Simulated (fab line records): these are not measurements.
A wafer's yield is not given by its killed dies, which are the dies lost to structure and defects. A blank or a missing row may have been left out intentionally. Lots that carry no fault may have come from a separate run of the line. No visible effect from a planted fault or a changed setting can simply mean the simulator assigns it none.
Split-lot experiment || flow n5_finfet || 21 wafers read across 7 lots, on a route 1938 steps long

THE SPLIT ITSELF
At N5_BEOL_M7_DESCUM_33 (chemistry O2, time 7 s), the setting time_s was moved away from the recipe's 7 s on 8 of the 21 wafers read, by -21.3% to +15.8%. This setting was run at the recipe's value on the other wafers.

Between the split and the reading, the file records no step.

THE READING
CAR-EUV_of_BEOL_M7_COAT_22.thk_nm (the simulator's own value, which no gauge read), in nm, at N5_BEOL_M7_ETCH_72 (etches underlayer in N2/H2, target depth 6.5 nm, time 5.2 s). The file does not state a usual value for it. Average 20.3 nm, standard deviation 0.1 nm, over the 13 wafers here run with the recipe.

{"wafer": "L075.2", "tool, chamber at the split": "rie_diel-02, 0", "time_s as run, s": 8.105, "against the recipe": "+15.8%", "CAR-EUV_of_BEOL_M7_COAT_22.thk_nm, nm": 19.8, "against lot-mates on the recipe": -0.6}
{"wafer": "L075.4", "tool, chamber at the split": "rie_diel-02, 0", "time_s as run, s": 8.105, "against the recipe": "+15.8%", "CAR-EUV_of_BEOL_M7_COAT_22.thk_nm, nm": 19.8, "against lot-mates on the recipe": -0.6}
{"wafer": "L075.3", "tool, chamber at the split": "rie_diel-02, 2", "time_s as run, s": 7, "against the recipe": "recipe", "CAR-EUV_of_BEOL_M7_COAT_22.thk_nm, nm": 20.4, "against lot-mates on the recipe": "-"}
{"wafer": "L080.1", "tool, chamber at the split": "rie_diel-03, 0", "time_s as run, s": 7, "against the recipe": "recipe", "CAR-EUV_of_BEOL_M7_COAT_22.thk_nm, nm": 20.2, "against lot-mates on the recipe": "-"}
{"wafer": "L080.2", "tool, chamber at the split": "rie_diel-03, 2", "time_s as run, s": 7, "against the recipe": "recipe", "CAR-EUV_of_BEOL_M7_COAT_22.thk_nm, nm": 20.2, "against lot-mates on the recipe": "-"}
{"wafer": "L080.6", "tool, chamber at the split": "rie_diel-03, 0", "time_s as run, s": 7, "against the recipe": "recipe", "CAR-EUV_of_BEOL_M7_COAT_22.thk_nm, nm": 20.4, "against lot-mates on the recipe": "-"}
{"wafer": "L084.1", "tool, chamber at the split": "rie_diel-05, 0", "time_s as run, s": 7, "against the recipe": "recipe", "CAR-EUV_of_BEOL_M7_COAT_22.thk_nm, nm": 20.2, "against lot-mates on the recipe": "-"}
{"wafer": "L084.2", "tool, chamber at the split": "rie_diel-05, 3", "time_s as run, s": 7, "against the recipe": "recipe", "CAR-EUV_of_BEOL_M7_COAT_22.thk_nm, nm": 20.4, "against lot-mates on the recipe": "-"}
{"wafer": "L084.6", "tool, chamber at the split": "rie_diel-05, 3", "time_s as run, s": 7, "against the recipe": "recipe", "CAR-EUV_of_BEOL_M7_COAT_22.thk_nm, nm": 20.4, "against lot-mates on the recipe": "-"}
{"wafer": "L085.1", "tool, chamber at the split": "rie_diel-05, 2", "time_s as run, s": 5.51, "against the recipe": "-21.3%", "CAR-EUV_of_BEOL_M7_COAT_22.thk_nm, nm": 21, "against lot-mates on the recipe": "no lot-mate on the recipe"}
{"wafer": "L085.4", "tool, chamber at the split": "rie_diel-05, 3,0", "time_s as run, s": 5.51, "against the recipe": "-21.3%", "CAR-EUV_of_BEOL_M7_COAT_22.thk_nm, nm": 21, "against lot-mates on the recipe": "no lot-mate on the recipe"}
{"wafer": "L085.3", "tool, chamber at the split": "rie_diel-05, 3,0", "time_s as run, s": 5.51, "against the recipe": "-21.3%", "CAR-EUV_of_BEOL_M7_COAT_22.thk_nm, nm": 21.2, "against lot-mates on the recipe": "no lot-mate on the recipe"}
{"wafer": "L088.1", "tool, chamber at the split": "rie_diel-02, 1,2", "time_s as run, s": 7, "against the recipe": "recipe", "CAR-EUV_of_BEOL_M7_COAT_22.thk_nm, nm": 20.2, "against lot-mates on the recipe": "-"}
{"wafer": "L088.3", "tool, chamber at the split": "rie_diel-02, 3", "time_s as run, s": 7, "against the recipe": "recipe", "CAR-EUV_of_BEOL_M7_COAT_22.thk_nm, nm": 20.2, "against lot-mates on the recipe": "-"}
{"wafer": "L088.2", "tool, chamber at the split": "rie_diel-02, 1,2", "time_s as run, s": 7, "against the recipe": "recipe", "CAR-EUV_of_BEOL_M7_COAT_22.thk_nm, nm": 20.4, "against lot-mates on the recipe": "-"}
{"wafer": "L092.2", "tool, chamber at the split": "rie_diel-05, 2", "time_s as run, s": 5.78, "against the recipe": "-17.4%", "CAR-EUV_of_BEOL_M7_COAT_22.thk_nm, nm": 20.8, "against lot-mates on the recipe": "+0.6"}
{"wafer": "L092.4", "tool, chamber at the split": "rie_diel-05, 3", "time_s as run, s": 5.78, "against the recipe": "-17.4%", "CAR-EUV_of_BEOL_M7_COAT_22.thk_nm, nm": 20.8, "against lot-mates on the recipe": "+0.6"}
{"wafer": "L092.6", "tool, chamber at the split": "rie_diel-05, 0", "time_s as run, s": 7, "against the recipe": "recipe", "CAR-EUV_of_BEOL_M7_COAT_22.thk_nm, nm": 20.2, "against lot-mates on the recipe": "-"}
{"wafer": "L091.2", "tool, chamber at the split": "rie_diel-05, 3", "time_s as run, s": 7.664, "against the recipe": "+9.5%", "CAR-EUV_of_BEOL_M7_COAT_22.thk_nm, nm": 20, "against lot-mates on the recipe": -0.4}
{"wafer": "L091.3", "tool, chamber at the split": "rie_diel-05, 2", "time_s as run, s": 7, "against the recipe": "recipe", "CAR-EUV_of_BEOL_M7_COAT_22.thk_nm, nm": 20.4, "against lot-mates on the recipe": "-"}
{"wafer": "L091.4", "tool, chamber at the split": "rie_diel-05, 1", "time_s as run, s": 7, "against the recipe": "recipe", "CAR-EUV_of_BEOL_M7_COAT_22.thk_nm, nm": 20.4, "against lot-mates on the recipe": "-"}
If several chambers appear in one row, that row covers several wafers at once and the file leaves open which wafer was in which chamber.

THE FIT
A straight line over all 21 wafers: CAR-EUV_of_BEOL_M7_COAT_22.thk_nm changes by -0.0331 nm for each +1% of time_s; r = -0.97; the points scatter about the line by 0.097 nm.
The same after taking each lot's own level away (the mean of its wafers on the recipe; 18 wafers): -0.0365 nm for each +1%; r = -0.97; scatter 0.073 nm.
According to that fit, moving time_s by its largest amount changes the reading by 0.78 nm.
Measured against the standard deviation above, the lots' own levels, which go from 20.20 to 20.40 nm, span 2.0 times it.
So the lot-to-lot level changes the slope little: the two slopes agree.
Check: for one of the wafers moved furthest among these (-17.4%), held out of the fit, the line's prediction against its lot-mates is +0.638 nm. Against them it came out at +0.6 nm.

THE OTHER SPLITS THESE WAFERS WENT THROUGH
Note: prior to the reading, these wafers also went through further splits. Each is held against what the fit with the lots' levels taken away leaves over:
{"other split on the same wafers": "N5_BEOL_M5_COAT_74 spin_rpm", "wafers away from the commonest value": 7, "r with CAR-EUV_of_BEOL_M7_COAT_22.thk_nm (lot level and that fit taken away)": "+0.06"}
{"other split on the same wafers": "N5_BEOL_M7_EXPOSE_25 dose_mj", "wafers away from the commonest value": 6, "r with CAR-EUV_of_BEOL_M7_COAT_22.thk_nm (lot level and that fit taken away)": -0.33}

THE WHOLE CHAIN: every reading that the file lists as answering this split, in the file's order
{"step": "N5_BEOL_M7_DESCUM_33", "what it does": "chemistry O2, time 7 s", "reading": "CAR-EUV_of_BEOL_M7_COAT_22.thk_nm (the simulator's own value, which no gauge read)", "change (the file's fit)": "-0.0325 nm for each +1% of the setting", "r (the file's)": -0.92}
{"step": "N5_BEOL_M7_ETCH_72", "what it does": "etches underlayer in N2/H2, target depth 6.5 nm, time 5.2 s", "reading": "CAR-EUV_of_BEOL_M7_COAT_22.thk_nm (the simulator's own value, which no gauge read)", "change (the file's fit)": "-0.0369 nm for each +1% of the setting", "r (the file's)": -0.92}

THE FILE'S OWN FIT
CAR-EUV_of_BEOL_M7_COAT_22.thk_nm changes by -0.0369 nm for each +1% of time_s, r = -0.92.
